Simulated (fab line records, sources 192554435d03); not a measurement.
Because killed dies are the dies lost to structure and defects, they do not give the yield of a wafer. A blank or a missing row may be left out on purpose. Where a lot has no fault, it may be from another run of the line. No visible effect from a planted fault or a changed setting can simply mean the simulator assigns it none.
A struck lot beside a sound one | flow n5_finfet | 17 out of 1938 route steps
Sound: wafers L144.4, L144.5, L144.6. Wafers L159.3, L159.4, L159.6 were the ones struck. At the end, the cause is stated.
Order at every step that has rows: each side's tool, ch and its chambers, its first start. Under that, the readings that differ: sound wafers | struck wafers | difference of the means | sigmas: that difference in standard deviations of wafers without a fault.
alike: a reading whose means differ by less than 2 such deviations, as well as words and numbers matching on both sides. not compared: withheld readings; readings where some wafer has no value; bounds like >300 that might hide an equal value; numbers whose values overlap and for which the record gives no deviation.
The two part at a step that has a row with sigmas, a row that says differs or no value, or rows on one side only. When numbers do not overlap yet have no deviation, they are printed without sigmas and do not part them. A reading that every wafer of one side lacks parts them only if that side has two wafers or more.

first, 9 steps without rows for these wafers: N5_BEOL_M6_ILD_DEP_00 (deposits SiCOH lowk from DEMS/porogen, target thk 179.75 nm, time 33.4 s); N5_BEOL_M6_CURE_74 (cures SiCOH lowk, time 240 s); N5_BEOL_M6_PECVD_70 (deposits SiO2 from TEOS/O2, target thk 20 nm, time 22.7 s); N5_BEOL_M6_HM_DEP_02 (deposits TiN, target thk 20 nm); N5_BEOL_M6_COAT_59 (time 60 s, resist thk 100 nm); N5_BEOL_M6_COAT_60 (time 60 s, resist thk 35 nm); N5_BEOL_M6_COAT_05 (resist thk 90 nm); N5_BEOL_M6_EBR_07; N5_BEOL_M6_SOFTBAKE_06 (time 60 s).
N5_BEOL_M6_EXPOSE_08: exposes mask M6.
  sound on arfi_scanner-01 ch 0, day 9 23:21; struck on arfi_scanner-01 ch 0, day 13 21:22
  reading              | sound             | struck            | difference | sigmas
  exposure_dose_mJ_cm2 | 68.17 68.07 68.18 | 69.18 69.26 69.19 | +1.07      | +16
  alike: mask
then, 3 steps without rows for these wafers: N5_BEOL_M6_PEB_09 (peb time 60 s); N5_BEOL_M6_DEVELOP_10 (develop time 30 s); N5_BEOL_M6_DESCUM_16 (chemistry O2, time 7.9 s).
N5_BEOL_M6_ETCH_61: etches SiARC in CF4, target depth 45.5 nm, time 75.8 s.
  sound on rie_diel-05 ch 0,3, day 9 23:35; struck on rie_diel-04 ch 1,3, day 13 21:41
  alike: drypump_motor_current_A, etch_rf_on_time_s, oes_product_au, rf_vpp_V, showerhead_plenum_p_Torr, throttle_valve_pct
  not compared: rf_hours_counter_h, model.BEOL_M6.cd_offset_nm
N5_BEOL_M6_ETCH_62: etches SOC in N2/H2, target depth 110 nm, overetch 22 nm, time 165 s.
  sound on rie_diel-05 ch 0,3, day 9 23:38; struck on rie_diel-04 ch 1,3, day 13 21:44
  alike: drypump_motor_current_A, oes_product_au, rf_vpp_V, showerhead_plenum_p_Torr, throttle_valve_pct
  not compared: rf_hours_counter_h, model.BEOL_M6.cd_offset_nm
then, 1 step without rows for these wafers: N5_BEOL_M6_STRIP_68 (strips in N2/H2).
-- the record jumps here: 4 days lie between the struck wafers' starts before and after (it left off in module BEOL_M6 and takes up again in module PASSIVATION, whose first step shown is number 1936 of the route) --
N5_PASSIVATION_PROBE_49:
  record: rows for the struck wafers here (prober-02, day 17 16:06), none for the sound ones

== WHERE THEY PART ==
Last at N5_PASSIVATION_PROBE_49 as far as this record goes, first at N5_BEOL_M6_EXPOSE_08.

WHY: what had been put in by the simulator
Process parameter drift: arfi_scanner-01, from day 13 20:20 on, at N5_BEOL_M6_EXPOSE_08. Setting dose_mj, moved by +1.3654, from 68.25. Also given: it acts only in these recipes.
